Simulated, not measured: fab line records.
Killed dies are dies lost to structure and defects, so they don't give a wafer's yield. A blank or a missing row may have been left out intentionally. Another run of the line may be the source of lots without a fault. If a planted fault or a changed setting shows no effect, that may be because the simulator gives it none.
Which tool is to blame?	flow n5 finfet	12 lots, 36 wafers sampled, at 2 steps of a route of 1938

## WHAT THE GAUGES SHOWED, per wafer
N5_BEOL_M5_THK_MEAS_53: measures by xrf.
lot	measured	on	M5_THK (nm)
L075	day 10 22:17	film metro-02	61.4 61.7 61.8
L078	day 11 13:13	film metro-01	63.7 62.2 65.2
L079	day 11 22:23	film metro-01	63.7 62.6 61.3
L082	day 12 07:27	film metro-02	63.0 64.2 65.0
L083	day 12 12:10	film metro-01	62.3 59.2 62.1
L085	day 13 11:16	film metro-02	63.1 61.5 62.7
L087	day 13 15:17	film metro-02	61.1 60.9 61.3
L089	day 14 11:26	film metro-01	60.0 61.3 60.6
L093	day 15 01:40	film metro-02	65.2 62.1 64.4
L091	day 15 09:52	film metro-02	63.2 63.7 64.4
L095	day 16 15:21	film metro-01	61.5 62.0 64.1
L097	day 16 19:55	film metro-01	61.0 61.6 59.3

## TOOL THAT RAN EACH LOT (tool first, then ch and the chambers of the sampled wafers, then the start)
lot	N5_BEOL_M5_ANNEAL_89
L075	pvd sputter-03, day 10 20:29
L078	pvd sputter-03, day 11 11:25
L079	pvd sputter-02, day 11 20:25
L082	pvd sputter-03, day 12 05:34
L083	pvd sputter-01, day 12 10:22
L085	pvd sputter-02, day 13 09:28
L087	pvd sputter-03, day 13 13:28
L089	pvd sputter-03, day 14 09:38
L093	pvd sputter-01, day 14 23:46
L091	pvd sputter-02, day 15 07:19
L095	pvd sputter-03, day 16 13:10
L097	pvd sputter-03, day 16 17:55
- N5_BEOL_M5_ANNEAL_89: time 1800 s.

## THE ANSWER, worked out from the rows above alone
Rule: what is usual is taken from the lots themselves. Put in order of their means at a reading, lots are off if they are a third of the lots or fewer, leave a main group of 4 or more, and stand apart from it by a gap of 3 or more times the standard deviation of the main group's means; of several such gaps the widest counts. A main group whose means are all the same, to the digits that the tables above print for the reading, isn't used. Also off: a lot with no number at a reading for which 4 or more lots have one. All remaining lots with rows at the step are treated as sound.
None of the lots is off at any reading shown; this tells nothing.

## WHAT WAS PUT IN BY THE SIMULATOR
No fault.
